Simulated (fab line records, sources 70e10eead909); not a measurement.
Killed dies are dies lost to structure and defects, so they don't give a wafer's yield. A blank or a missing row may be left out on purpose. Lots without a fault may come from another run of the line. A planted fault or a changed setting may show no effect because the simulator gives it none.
Chamber matching | flow nand_harc | NHARC_A_CHANNEL_FILL_D1_ALD_25 on ald_hk-02: 4 sister chambers
The step deposits SiOx, target thk 60 nm, pulse time 10 s, ald cycles 600. 20 wafers are shown with their chamber, then 10 later ones without.

WAFERS WITH THEIR CHAMBER
wafer  | chamber | heater_power_w (W) | precursor_pulse_height_rel
L074.1 | 0       | 461                | 0.997
L074.4 | 1       | 401                | 1.010
L074.6 | 3       | 496                | 0.988
L077.1 | 1       | 401                | 1.014
L077.3 | 2       | 411                | 1.010
L077.4 | 0       | 463                | 0.993
L078.4 | 1       | 394                | 1.028
L078.5 | 0       | 461                | 0.960
L078.6 | 3       | 481                | 0.986
L081.1 | 3       | 504                | 1.012
L081.5 | 0       | 468                | 1.001
L081.6 | 3       | 493                | 1.013
L083.1 | 3       | 493                | 1.007
L083.3 | 2       | 415                | 0.982
L083.5 | 1       | 401                | 1.006
L087.1 | 2       | 397                | 0.991
L087.4 | 3       | 468                | 0.997
L087.2 | 1       | 384                | 0.980
L091.3 | 3       | 460                | 1.015
L091.5 | 1       | 382                | 0.985

SIGNATURES (means of the wafers above)
reading                    | chamber 0 | chamber 1 | chamber 2 | chamber 3 | scatter within a chamber
heater_power_w             | 463.25    | 393.83    | 407.67    | 485.00    | 11.6
precursor_pulse_height_rel | 0.98775   | 1.00383   | 0.99433   | 1.00257   | 0.0158
Rule: a wafer's distance from a chamber is the root of the sum, over the readings, of the square of ((its reading less the chamber's mean) divided by the reading's scatter). The wafer belongs to the nearest chamber; if the next one is less than 2 further off, it can't be placed. The scatter: the root of (the sum of the squares of (reading less its chamber's mean) over the shown wafers, divided by (wafers less chambers)).

WAFERS WITHOUT THEIR CHAMBER
wafer  | heater_power_w (W) | precursor_pulse_height_rel
L091.6 | 404                | 1.018
L096.1 | 376                | 1.024
L096.4 | 402                | 0.994
L096.6 | 412                | 1.011
L097.1 | 412                | 1.017
L097.2 | 390                | 1.010
L097.3 | 447                | 0.964
L097.4 | 470                | 0.969
L097.6 | 465                | 0.991
L097.5 | 468                | 1.025

WHICH CHAMBER EACH WENT THROUGH
wafer  | from the rows above     | in truth
L091.6 | can't be placed: 1 or 2 | 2
L096.1 | can't be placed: 1 or 2 | 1
L096.4 | can't be placed: 2 or 1 | 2
L096.6 | can't be placed: 2 or 1 | 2
L097.1 | can't be placed: 2 or 1 | 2
L097.2 | can't be placed: 1 or 2 | 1
L097.3 | can't be placed: 0 or 2 | 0
L097.4 | can't be placed: 0 or 3 | 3
L097.6 | can't be placed: 0 or 3 | 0
L097.5 | can't be placed: 3 or 0 | 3
Placed correctly: 0 of 10. Can't be placed from these rows: 10 (the true chamber is among the candidates in 10). Placed wrongly: 0.
